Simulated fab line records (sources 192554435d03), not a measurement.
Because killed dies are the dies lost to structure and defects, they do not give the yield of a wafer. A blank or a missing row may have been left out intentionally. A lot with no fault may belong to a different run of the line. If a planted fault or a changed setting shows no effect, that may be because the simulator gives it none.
Problem report, 8D (eight disciplines) form, completed by code -- flow n5 finfet -- the parts of the form that need people (team, actions taken, sign-off) are left out

== 1. THE ISSUE ==
spin speed rpm at N5_HKMG_FIN_COAT_29 reads a mean of 1682.9 rpm on 6 wafers of 2 lots; wafers without a fault read 1500.1 rpm with a standard deviation of 1.1. That is +99 or more standard deviations from the usual mean.
The step: time 60 s, resist thk 300 nm.
The first sign was on wafer L885.3 at day 5 17:06, on litho track-02. The record has a number at this step for 18 wafers belonging to 6 lots. The rule behind "out" and "out of limits": a value lying over 4 standard deviations away from the usual mean. All remaining wafers that have a number are taken as sound.

== 2. WHAT IT IS; WHAT IT IS NOT ==
question,is,is not
which readings at this step,spin speed rpm,-
which lots,"L885, L886","L882, L883, L895, L898"
which wafers of those lots,all that have a number,-
read on which tools,litho track-02,litho track-04
when,from day 5 17:06,"up to then (6 sound wafers); but 6 sound wafers of L895, L898 came after"

== 3. THE SUSPECTS, EACH WITH WHAT RULES IT OUT ==
Counting: a tool at any process step up to the reading remains a suspect when it ran all the lots that are out and ran no sound lot after the first of those.
- ald metal-03 at N5_HKMG_FIN_ALD_79 (deposits TiN, target thk 1.5 nm, pulse time 1 s, purge time 3 s): ruled out as a lasting fault. After its first lot that is out, L885 (day 5 15:31), sound lots L895 ran on it.
- ald metal-02 at N5_HKMG_FIN_ALD_36 (deposits TiN, target thk 1 nm, pulse time 1 s, purge time 3 s): ruled out as a lasting fault. After its first lot that is out, L885 (day 5 16:19), sound lots L895 ran on it.
- litho track-02 at N5_HKMG_FIN_COAT_29 (time 60 s, resist thk 300 nm): kept. All lots that are out passed through it, beginning with L885 at day 5 17:06, and no sound lot followed; its final sound lot before that point was L883 at day 5 05:45. Out on those wafers are its own readings of spin speed rpm.
Left after counting: litho track-02 at N5_HKMG_FIN_COAT_29.

== 4. THE CAUSE (what the simulator had put in) ==
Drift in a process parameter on litho track-02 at N5_HKMG_FIN_COAT_29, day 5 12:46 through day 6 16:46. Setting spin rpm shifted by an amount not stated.
This tool alone remained once counting was done.

== 5. THE EFFECT CHAIN, in route order ==
Each row: a reading where the mean over the struck wafers with a number is more than 3 standard deviations away from the usual. Only readings whose record carries a usual standard deviation are examined. hours: median over the lots of the time between each lot's start at the first step of this table that gives one and its start at this step. sigmas: the change, counted in usual standard deviations.
hours,step,reading,usual,on struck wafers,change,sigmas
0,N5_HKMG_FIN_COAT_29,spin speed rpm,1500.1 rpm,1682.9,+182.8,+99 or more
The process steps in it:
- N5_HKMG_FIN_COAT_29: time 60 s, resist thk 300 nm.
Later steps that measure or inspect, where all struck wafers having a row at the step show a number for every such reading and not one has moved that far: N5_HKMG_FIN_CD_MEAS_12, N5_HKMG_FIN_OVL_MEAS_13, N5_HKMG_FIN_INSPECT_14.

== 6. HOW IT WOULD HAVE BEEN CAUGHT EARLIER ==
The fault began at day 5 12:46; the first out-of-limits reading in this record came at day 5 17:06, 4 hours later.
